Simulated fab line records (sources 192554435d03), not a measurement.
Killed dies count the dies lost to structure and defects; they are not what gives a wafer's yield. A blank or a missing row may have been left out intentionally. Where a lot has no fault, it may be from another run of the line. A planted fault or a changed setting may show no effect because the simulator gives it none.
fab line records ; flow n5_finfet
[record] lots = 4; wafers = 12; last_day = 18
route steps=1938 shown BEOL_M4@1099 BEOL_M5@1112 PASSIVATION@1915
lots with no fault: from the same line, run without faults
start_h: the number of hours between the record's first day and the start of the first shown wafer of the lot ; wait_h: hours elapsed since this lot's preceding step ; " same as the row above ; L1.1+2: one row covering several wafers at once ; - no value present, or no start provided ; * or withheld: withheld ; < > ~ a bound
route shown NAME@n: a module of which the file shows steps, and the number in the route of the first ; usual: mean/standard deviation taken from wafers without a fault ; same: alike in all rows ; chamber/n: place in a boat ; sites: per-site readings ; _std_site: standard deviation of those values ; _edge_site: outer sites' mean less inner sites' ; radius_mm: how far each site lies from the wafer's centre ; mask NAME#n: copy n ; behind: the last tool/chamber to shape the wafer ; hold: what put the lot on hold/how long, in hours/how the hold closed ; device: whichever transistor did not switch (one of n, p or np) ; end of line: the route-end tests of the same wafers ; step lacking rows: just its recipe ; killed: not the wafer's yield, but the dies lost to structure and defects at the first sort ; map: a wafer's dies, x killed, . not, _ none there
set.NAME: the setting as run; set.NAME@STEP: as run at that earlier step ; model.NAME: the simulator's own value behind a step, which no gauge read
lots seen at some steps along the route; tables by step, rows by wafer
services: a tool's chamber out of use, with start hour (start_h, from the record's first day; less than 0 if before it), hours out, and reason
[[steps]]
[step N5_BEOL_M4_ANNEAL_95]
[recipe] temp_c = 400; time_s = 240; ambient = vacuum
[step N5_BEOL_M4_SPUTTER_96]
[recipe] material = Cu; target_thk_a = 45; temp_c = -20; chamber_pressure_pa = 0.07; power_w = withheld; time_s = 8.29
[step N5_BEOL_M4_ECD_50]
[recipe] material = Cu; target_thk_a = 3000
[step N5_BEOL_M4_ANNEAL_51]
[recipe] temp_c = 225; time_s = 90; ambient = N2
[step N5_BEOL_M4_CMP_52]
[recipe] stop_on = SiOC; t_overpolish_s = 6.8; down_force_psi = 1; platen_rpm = 50; clearing_platen_down_force_psi = 1.5; clearing_platen_rpm = 50; post_cmp_clean = cu_alkaline; target_thk_nm = 40; clearing_platen_pad_velocity_m_s = 0.99484; pad_velocity_m_s = 0.99484
[step N5_BEOL_M4_PRE_CLEAN_60]
[recipe] gas = NH3/H2; time_s = 15; temp_c = *; rf_power_w = 300
[step N5_BEOL_M4_CO_CAP_55]
[recipe] material = Co; target_thk_a = 20; temp_c = 200; precursor = CCTBA/H2; pressure_torr = 30; time_s = 102.1
[step N5_BEOL_M4_PRE_CLEAN_56]
[recipe] gas = NH3; time_s = 15; temp_c = withheld; rf_power_w = 300
[step N5_BEOL_M4_DEP_57]
[recipe] material = SiCN; target_thk_a = 80; temp_c = withheld; precursor = 3MS/NH3; pressure_torr = 3; rf_w = 202; time_s = 14
[step N5_BEOL_M4_RC_MEAS_101]
[usual] DIBL_N = 35.8/1.7; DIBL_P = 35.3/2; IOFF_N = 0.150/0.026; IOFF_P = 0.194/0.029; ION_N = 667/11; ION_P = 456/7.1; SS_N = 71.4/0.65; SS_P = 73.1/0.64; VT_N = 251/3; VT_P = -252/3.2
lot.wafer;tool;chamber;start_h;wait_h;DIBL_N[mV/V];DIBL_P[mV/V];IOFF_N[nA/um];IOFF_P[nA/um];ION_N[uA/um];ION_P[uA/um];SS_N[mV/dec];SS_P[mV/dec];VT_N[mV];VT_P[mV]
L951.2;prober-02;0;248.22;0.2;36.9;37.5;0.171;0.218;673;463;71.9;73.5;247;-251
L951.3;prober-02;0;248.22;0.2;34.6;34.5;0.138;0.170;675;460;71.3;73.3;252;-254
L951.5;prober-02;0;248.22;0.2;31.0;30.2;0.091;0.125;657;448;70.7;72.0;257;-257
L958.2;prober-02;0;307.86;0.5;32.2;31.2;0.094;0.144;642;448;69.7;73.1;258;-255
L958.3;prober-02;0;307.86;0.5;35.7;34.7;0.144;0.189;657;452;71.3;74.0;254;-253
L958.4;prober-02;0;307.86;0.5;35.0;34.3;0.144;0.187;670;459;71.2;73.2;251;-253
L962.1;prober-01;0;313.28;0.0;35.2;33.2;0.137;0.175;641;444;71.9;72.7;252;-252
L962.2;prober-01;0;313.28;0.0;34.7;33.3;0.125;0.173;661;454;71.2;72.7;252;-252
L962.6;prober-01;0;313.28;0.0;37.3;36.8;0.166;0.228;649;450;71.8;73.7;248;-249
L961.1;prober-02;0;313.71;0.0;33.4;34.1;0.117;0.176;664;461;70.9;72.9;255;-251
L961.4;prober-02;0;313.71;0.0;35.8;37.1;0.152;0.223;675;469;70.9;73.5;248;-249
L961.5;prober-02;0;313.71;0.0;38.3;38.8;0.194;0.245;684;465;71.8;74.2;247;-246
[step N5_BEOL_M5_ILD_DEP_00]
[recipe] material = SiCOH_lowk; target_thk_a = 1406.4; temp_c = 300; precursor = DEMS/porogen; pressure_torr = 5; rf_w = 500; time_s = 25.9
[step N5_BEOL_M5_CURE_79]
[recipe] temp_c = 385; time_s = 240; ambient = He/Ar; material = SiCOH_lowk
[step N5_BEOL_M5_PECVD_70]
[recipe] material = SiO2; target_thk_a = 160; temp_c = 400; precursor = TEOS/O2; pressure_torr = 5.5; rf_w = 450; teos_flow_sccm = 53.8; gas = O2; flow_sccm = 3000; time_s = 18
[step N5_BEOL_M5_HM_DEP_02]
[recipe] material = TiN; target_thk_a = 200; temp_c = 25; chamber_pressure_pa = 0.49996
[step N5_BEOL_M5_COAT_59]
[recipe] resist = SOC; temp_c = 250; time_s = 60; spin_rpm = 1500; resist_thk_nm = 60
[step N5_BEOL_M5_COAT_60]
[recipe] resist = SiARC; temp_c = 220; time_s = 60; spin_rpm = 1500; resist_thk_nm = 12
[step N5_BEOL_M5_COAT_71]
[recipe] resist = underlayer; temp_c = 205; time_s = 60; spin_rpm = 1500; resist_thk_nm = 5
[step N5_BEOL_M5_COAT_05]
[recipe] resist = CAR-EUV; spin_rpm = 1500; resist_thk_nm = 30
[step N5_BEOL_M5_EBR_07]
[recipe] solvent = PGMEA; ebr_width_mm = 1.5
[step N5_BEOL_M5_SOFTBAKE_06]
[recipe] temp_c = 110; time_s = 60; resist = CAR-EUV
[step N5_BEOL_M5_EXPOSE_08]
[recipe] mask_id = M5; na = 0.33; source_shape = annular; sigma_inner = 0.4; sigma_outer = 0.8; polarization = unpolarized; target_cd_nm = 28; dose_mj = 35.75
[step N5_BEOL_M5_PEB_09]
[recipe] peb_temp_c = 100; peb_time_s = 60; resist = CAR-EUV
[step N5_BEOL_M5_DEVELOP_10]
[recipe] develop_time_s = 30; developer = TMAH; resist = CAR-EUV; rinse_liquid = surfactant_rinse; dry = air_spin; dev_temp_c = 23
[step N5_BEOL_M5_DESCUM_16]
[recipe] chemistry = O2; time_s = 7; source_power_w = 50; bias_power_w = 20; pressure_mtorr = 20; rf_frequency_hz = 2.712e+07; temp_c = 40; resist = CAR-EUV; o2_flow_sccm = 225
[step N5_BEOL_M5_ETCH_72]
[recipe] chemistry = N2/H2; target = underlayer; target_depth_a = 65; mask_material = CAR-EUV; time_s = 5.2; ion_energy_ev = 200; pressure_mtorr = 30; source_w = 840; bias_w = 150; n2_flow_sccm = 200; h2_flow_sccm = 200; ends = cleared
[step N5_BEOL_M5_ETCH_61]
[recipe] chemistry = CF4; target = SiARC; target_depth_a = 156; mask_material = CAR-EUV; time_s = 26; ion_energy_ev = 80; pressure_mtorr = 40; source_w = 545; bias_w = 36; Ar_flow_sccm = 100; cf4_flow_sccm = 100; ends = cleared
[step N5_BEOL_M5_ETCH_62]
[recipe] chemistry = N2/H2; target = SOC; target_depth_a = 750; overetch_a = 150; mask_material = SiARC; temp_c = 40; time_s = 112.5; ion_energy_ev = 200; pressure_mtorr = 30; source_w = 840; bias_w = 150; n2_flow_sccm = 200; h2_flow_sccm = 200
[step N5_BEOL_M5_STRIP_63]
[recipe] chemistry = N2/H2; temp_c = 40; n2_flow_sccm = 200; h2_flow_sccm = 200; rf_frequency_hz = 6e+07
[step N5_BEOL_M5_STRIP_73]
[recipe] chemistry = N2/H2; temp_c = 40; n2_flow_sccm = 200; h2_flow_sccm = 200; rf_frequency_hz = 6e+07
[step N5_BEOL_M5_STRIP_64]
[recipe] chemistry = CF4; resist = SiARC; power_w = 300; bias_power_w = 75; pressure_mtorr = 50; cf4_flow_sccm = 150; rf_frequency_hz = 6e+07
[step N5_BEOL_M5_HM_OPEN_17]
[recipe] chemistry = Cl2/BCl3; target_depth_a = 200; overetch_a = 60; target = TiN; mask_material = SOC; ion_energy_ev = 150; pressure_mtorr = 10; icp_w = 1000; bias_w = 126; Cl2_flow_sccm = 53.25; bcl3_flow_sccm = 21.75; Ar_flow_sccm = 25
[step N5_BEOL_M5_STRIP_19]
[recipe] chemistry = O2; power_w = 400; temp_c = 40; pressure_mtorr = 30; rf_frequency_hz = 6e+07; bias_power_w = 0; overash_fraction = 0.2; o2_flow_sccm = 225
[step N5_BEOL_M5_COAT_65]
[recipe] resist = SOC; temp_c = 250; time_s = 60; spin_rpm = 1500; resist_thk_nm = 60
[step N5_BEOL_M5_COAT_66]
[recipe] resist = SiARC; temp_c = 220; time_s = 60; spin_rpm = 1500; resist_thk_nm = 12
[step N5_PASSIVATION_PECVD_53]
[recipe] material = SiO2; target_thk_a = 8000; temp_c = 400; precursor = TEOS/O2; pressure_torr = 6.5; rf_w = withheld; teos_flow_sccm = withheld; gas = O2; flow_sccm = 2650; time_s = 169.4
[usual] chamber_pressure_Torr = 6.503/0.014; run_length_s = 197.3/0.44
lot.wafer;tool;chamber;start_h;wait_h;chamber_pressure_Torr;run_length_s;since_wet_clean_h
L951.2;pecvd-01;2;350.67;0.0;6.497;196.3;119
L951.3;pecvd-01;1;350.67;0.0;6.503;197.9;1598
L951.5;pecvd-01;0;350.67;0.0;6.500;196.9;-
L958.2;pecvd-01;0;411.04;0.0;-;-;-
L958.3;pecvd-01;2;411.04;0.0;-;-;-
L958.4;pecvd-01;0;411.04;0.0;-;-;-
L962.1;pecvd-01;0;414.46;0.0;-;-;-
L962.2;pecvd-01;2;414.46;0.0;-;-;-
L962.6;pecvd-01;2;414.46;0.0;-;-;-
L961.1;pecvd-04;0;419.93;0.0;6.513;197.4;1305
L961.4;pecvd-04;2;419.93;0.0;6.488;197.1;-
L961.5;pecvd-04;0;419.93;0.0;6.511;196.8;-
[step N5_PASSIVATION_PROBE_49]
[usual] defect_limited_yield = 91.5/1.4; killed_at_M0_to_M3 = 34/11; killed_at_M4_up = 15/6; killed_at_contacts = 11/5.9; killed_at_front_end = 37/11; killed_at_other = 3.6/2.9; killed_dies = 101/17; killed_on_rim = 13/4; killed_open = 66/12; killed_short = 33/7.8; sort_bin_5_function = 5.0/0.97; sort_bin_6_memory = 3.2/0.65; sort_n_pass = 1079/17; sort_yield_pct = 91.4/1.4
[same] gross_dies = 1180; killed_at_back_side = 0; sort_bin_4_leakage[%] = 0; sort_bin_8_speed[%] = 0
lot.wafer;tool;chamber;start_h;wait_h;defect_limited_yield[%];killed_at_M0_to_M3;killed_at_M4_up;killed_at_contacts;killed_at_front_end;killed_at_other;killed_dies;killed_on_rim;killed_open;killed_short;sort_bin_5_function[%];sort_bin_6_memory[%];sort_n_pass;sort_yield_pct[%]
L951.2;prober-02;-;354.66;0.1;91.3;27;12;8;53;3;103;8;74;28;5.7;2.8;1077;91.3
L951.3;prober-02;-;354.71;0.1;90.4;33;13;24;41;2;113;13;75;33;4.9;3.9;1067;90.4
L951.5;prober-02;-;354.81;0.2;90.9;27;28;21;30;1;107;22;67;38;5.4;3.2;1073;90.9
L958.2;prober-01;-;414.88;0.1;0;7;3;2;9;1159;1180;152;17;6;73.9;2.8;0;0
L958.3;prober-01;-;414.93;0.1;0;8;2;2;2;1166;1180;152;9;5;74.9;2.7;0;0
L958.4;prober-01;-;414.98;0.2;0;12;3;3;3;1159;1180;152;14;8;74.3;3.8;0;0
L962.1;prober-01;-;418.44;0.0;0;6;5;0;3;1166;1180;152;12;3;73.7;2.6;0;0
L962.2;prober-01;-;418.49;0.1;0;4;5;5;14;1152;1180;152;21;12;73.2;2.1;0;0
L962.6;prober-01;-;418.69;0.3;0;8;3;3;7;1159;1180;152;20;6;72.4;2.5;0;0
L961.1;prober-01;-;423.65;0.0;94.7;15;6;6;34;1;62;9;37;24;3.1;1.9;1118;94.7
L961.4;prober-01;-;423.80;0.2;92.5;18;13;10;43;5;89;15;57;30;5.3;2.0;1091;92.5
L961.5;prober-01;-;423.85;0.2;92.5;21;17;5;45;0;88;11;61;26;4.9;2.4;1092;92.5
// killed by level:class
L951.2 FIN_SAQP:geometric_particle:open=11 STI_FIN_REVEAL:geometric_particle:open=10 GATE_CUT:geometric_particle:short=9 GATE_CUT:geometric_particle:open=8 BEOL_M3:geometric_particle:open=8 BEOL_M4:geometric_particle:open=8 BEOL_M2:geometric_particle:open=7 DUMMY_GATE:geometric_particle:open=5
L951.3 MOL_CONTACT_COAG:geometric_particle:open=20 GATE_CUT:geometric_particle:open=9 BEOL_M3:geometric_particle:open=9 FIN_SAQP:geometric_particle:open=7 DUMMY_GATE:geometric_particle:open=6 BEOL_M0_SAQP:geometric_particle:open=6 BEOL_M0_SAQP:geometric_particle:short=5 BEOL_M2:geometric_particle:short=5
L951.5 MOL_CONTACT_COAG:geometric_particle:open=18 BEOL_M4:geometric_particle:open=12 BEOL_M2:geometric_particle:open=7 BEOL_M2:geometric_particle:short=7 BEOL_M5:geometric_particle:short=7 BEOL_M3:geometric_particle:open=6 DUMMY_GATE:geometric_particle:open=5 STARTING-WAFER:geometric_particle:short=5
L958.2 PASSIVATION:lost_pattern=1153 PASSIVATION:area_etch=4 STI_FIN_REVEAL:geometric_particle:open=3 BEOL_M4:geometric_particle:open=3 GATE_CUT:geometric_particle:open=2 MOL_CONTACT_COAG:geometric_particle:open=2 BEOL_M3:geometric_particle:open=2 PAD_METAL:geometric_particle:short=2
L958.3 PASSIVATION:lost_pattern=1161 PASSIVATION:area_etch=5 BEOL_M3:geometric_particle:open=3 BEOL_M3:geometric_particle:short=3 MOL_CONTACT_COAG:geometric_particle:open=2 BEOL_M4:geometric_particle:open=2 STI_FIN_REVEAL:geometric_particle:open=1 DUMMY_GATE:geometric_particle:short=1
L958.4 PASSIVATION:lost_pattern=1155 BEOL_M0_SAQP:geometric_particle:short=4 MOL_CONTACT_COAG:geometric_particle:open=3 PASSIVATION:area_etch=3 BEOL_M0_SAQP:geometric_particle:open=2 BEOL_M2:geometric_particle:open=2 BEOL_M3:geometric_particle:short=2 BEOL_M4:geometric_particle:open=2
L962.1 PASSIVATION:lost_pattern=1162 BEOL_M4:geometric_particle:open=4 PASSIVATION:area_etch=3 BEOL_M3:geometric_particle:open=2 STI_FIN_REVEAL:geometric_particle:open=1 DUMMY_GATE:geometric_particle:open=1 GATE_CUT:geometric_particle:open=1 BEOL_M0_SAQP:geometric_particle:open=1
L962.2 PASSIVATION:lost_pattern=1139 PASSIVATION:area_etch=7 FIN_SAQP:geometric_particle:short=5 STI_FIN_REVEAL:geometric_particle:open=5 MOL_CONTACT_COAG:geometric_particle:open=5 MIM_TOP_ETCH:geometric_particle:short=3 PASS1_CAP:geometric_particle:open=3 BEOL_M2:geometric_particle:open=2
L962.6 PASSIVATION:lost_pattern=1145 PASSIVATION:area_etch=9 STI_FIN_REVEAL:geometric_particle:open=4 MOL_CONTACT_COAG:geometric_particle:open=3 BEOL_M0_SAQP:geometric_particle:open=3 BEOL_M2:geometric_particle:open=2 MIM_TOP:geometric_particle:open=2 STI_FIN_REVEAL:geometric_particle:short=1
L961.1 STI_FIN_REVEAL:geometric_particle:open=8 GATE_CUT:geometric_particle:short=6 MOL_CONTACT_COAG:geometric_particle:open=6 BEOL_M2:geometric_particle:open=5 FIN_SAQP:geometric_particle:short=4 FIN_SAQP:geometric_particle:open=4 BEOL_M0_SAQP:geometric_particle:short=4 ILD0:geometric_particle:short=3
L961.4 STI_FIN_REVEAL:geometric_particle:open=15 BEOL_M4:geometric_particle:open=10 FIN_SAQP:geometric_particle:short=7 MOL_CONTACT_COAG:geometric_particle:open=7 BEOL_M3:geometric_particle:open=6 DUMMY_GATE:geometric_particle:open=4 BEOL_M0_SAQP:geometric_particle:short=4 BEOL_M1:geometric_particle:open=4
L961.5 STI_FIN_REVEAL:geometric_particle:open=16 BEOL_M4:geometric_particle:open=8 FIN_SAQP:geometric_particle:short=7 BEOL_M0_SAQP:geometric_particle:open=6 BEOL_M2:geometric_particle:open=6 DUMMY_GATE:geometric_particle:open=5 BEOL_M0_SAQP:geometric_particle:short=5 FIN_SAQP:geometric_particle:open=4
// map L958.2 (x killed, . not)
_________________xxxxxxxxxxxx________________
______________xxxxxxxxxxxxxxxxxx_____________
___________xxxxxxxxxxxxxxxxxxxxxxxx__________
__________xxxxxxxxxxxxxxxxxxxxxxxxxx_________
________xxxxxxxxxxxxxxxxxxxxxxxxxxxxxx_______
_______xxxxxxxxxxxxxxxxxxxxxxxxxxxxxxxx______
______xxxxxxxxxxxxxxxxxxxxxxxxxxxxxxxxxx_____
_____xxxxxxxxxxxxxxxxxxxxxxxxxxxxxxxxxxxx____
____xxxxxxxxxxxxxxxxxxxxxxxxxxxxxxxxxxxxxx___
___xxxxxxxxxxxxxxxxxxxxxxxxxxxxxxxxxxxxxxxx__
___xxxxxxxxxxxxxxxxxxxxxxxxxxxxxxxxxxxxxxxx__
__xxxxxxxxxxxxxxxxxxxxxxxxxxxxxxxxxxxxxxxxxx_
__xxxxxxxxxxxxxxxxxxxxxxxxxxxxxxxxxxxxxxxxxx_
_xxxxxxxxxxxxxxxxxxxxxxxxxxxxxxxxxxxxxxxxxxxx
_xxxxxxxxxxxxxxxxxxxxxxxxxxxxxxxxxxxxxxxxxxxx
_xxxxxxxxxxxxxxxxxxxxxxxxxxxxxxxxxxxxxxxxxxxx
_xxxxxxxxxxxxxxxxxxxxxxxxxxxxxxxxxxxxxxxxxxxx
_xxxxxxxxxxxxxxxxxxxxxxxxxxxxxxxxxxxxxxxxxxxx
_xxxxxxxxxxxxxxxxxxxxxxxxxxxxxxxxxxxxxxxxxxxx
_xxxxxxxxxxxxxxxxxxxxxxxxxxxxxxxxxxxxxxxxxxxx
_xxxxxxxxxxxxxxxxxxxxxxxxxxxxxxxxxxxxxxxxxxxx
__xxxxxxxxxxxxxxxxxxxxxxxxxxxxxxxxxxxxxxxxxx_
__xxxxxxxxxxxxxxxxxxxxxxxxxxxxxxxxxxxxxxxxxx_
___xxxxxxxxxxxxxxxxxxxxxxxxxxxxxxxxxxxxxxxx__
___xxxxxxxxxxxxxxxxxxxxxxxxxxxxxxxxxxxxxxxx__
____xxxxxxxxxxxxxxxxxxxxxxxxxxxxxxxxxxxxxx___
_____xxxxxxxxxxxxxxxxxxxxxxxxxxxxxxxxxxxx____
______xxxxxxxxxxxxxxxxxxxxxxxxxxxxxxxxxx_____
_______xxxxxxxxxxxxxxxxxxxxxxxxxxxxxxxx______
________xxxxxxxxxxxxxxxxxxxxxxxxxxxxxx_______
__________xxxxxxxxxxxxxxxxxxxxxxxxxx_________
___________xxxxxxxxxxxxxxxxxxxxxxxx__________
______________xxxxxxxxxxxxxxxxxx_____________
_________________xxxxxxxxxxxx________________
// map L962.1 (x killed, . not)
_________________xxxxxxxxxxxx________________
______________xxxxxxxxxxxxxxxxxx_____________
___________xxxxxxxxxxxxxxxxxxxxxxxx__________
__________xxxxxxxxxxxxxxxxxxxxxxxxxx_________
________xxxxxxxxxxxxxxxxxxxxxxxxxxxxxx_______
_______xxxxxxxxxxxxxxxxxxxxxxxxxxxxxxxx______
______xxxxxxxxxxxxxxxxxxxxxxxxxxxxxxxxxx_____
_____xxxxxxxxxxxxxxxxxxxxxxxxxxxxxxxxxxxx____
____xxxxxxxxxxxxxxxxxxxxxxxxxxxxxxxxxxxxxx___
___xxxxxxxxxxxxxxxxxxxxxxxxxxxxxxxxxxxxxxxx__
___xxxxxxxxxxxxxxxxxxxxxxxxxxxxxxxxxxxxxxxx__
__xxxxxxxxxxxxxxxxxxxxxxxxxxxxxxxxxxxxxxxxxx_
__xxxxxxxxxxxxxxxxxxxxxxxxxxxxxxxxxxxxxxxxxx_
_xxxxxxxxxxxxxxxxxxxxxxxxxxxxxxxxxxxxxxxxxxxx
_xxxxxxxxxxxxxxxxxxxxxxxxxxxxxxxxxxxxxxxxxxxx
_xxxxxxxxxxxxxxxxxxxxxxxxxxxxxxxxxxxxxxxxxxxx
_xxxxxxxxxxxxxxxxxxxxxxxxxxxxxxxxxxxxxxxxxxxx
_xxxxxxxxxxxxxxxxxxxxxxxxxxxxxxxxxxxxxxxxxxxx
_xxxxxxxxxxxxxxxxxxxxxxxxxxxxxxxxxxxxxxxxxxxx
_xxxxxxxxxxxxxxxxxxxxxxxxxxxxxxxxxxxxxxxxxxxx
_xxxxxxxxxxxxxxxxxxxxxxxxxxxxxxxxxxxxxxxxxxxx
__xxxxxxxxxxxxxxxxxxxxxxxxxxxxxxxxxxxxxxxxxx_
__xxxxxxxxxxxxxxxxxxxxxxxxxxxxxxxxxxxxxxxxxx_
___xxxxxxxxxxxxxxxxxxxxxxxxxxxxxxxxxxxxxxxx__
___xxxxxxxxxxxxxxxxxxxxxxxxxxxxxxxxxxxxxxxx__
____xxxxxxxxxxxxxxxxxxxxxxxxxxxxxxxxxxxxxx___
_____xxxxxxxxxxxxxxxxxxxxxxxxxxxxxxxxxxxx____
______xxxxxxxxxxxxxxxxxxxxxxxxxxxxxxxxxx_____
_______xxxxxxxxxxxxxxxxxxxxxxxxxxxxxxxx______
________xxxxxxxxxxxxxxxxxxxxxxxxxxxxxx_______
__________xxxxxxxxxxxxxxxxxxxxxxxxxx_________
___________xxxxxxxxxxxxxxxxxxxxxxxx__________
______________xxxxxxxxxxxxxxxxxx_____________
_________________xxxxxxxxxxxx________________
[[services]]
tool;chamber;start_h;hours;kind
pecvd-01;2;333.84;5.5;scheduled_down
pecvd-01;1;374.02;4.6;repair
pecvd-01;-;379.46;1.3;repair
pecvd-01;0;405.22;5.5;scheduled_down
pecvd-01;1;410.76;5.5;scheduled_down
[[key]]
[first_sign] step = N5_PASSIVATION_PECVD_53; reading = tool_record; direction = missing
[effect] step = N5_PASSIVATION_PROBE_49; reading = killed_at_other; direction = up; sigmas = 99+; usual = 3.6; struck = 1160.2
met_at N5_PASSIVATION_PECVD_53
struck_wafers L958.2,L958.3,L958.4,L962.1,L962.2,L962.6
later_rows_left_out L958.2,L958.3,L958.4,L962.1,L962.2,L962.6
onset_between 350.67 411.04
[fault] kind = skipped_step_whole; tool = pecvd-01; chamber = -; onset_h = 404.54; steps = N5_PASSIVATION_PECVD_53; scope = struck_lots_only
// later_rows_left_out: the simulator's readings of these wafers behind a module that went badly wrong aren't trusted and aren't shown, but for the sort
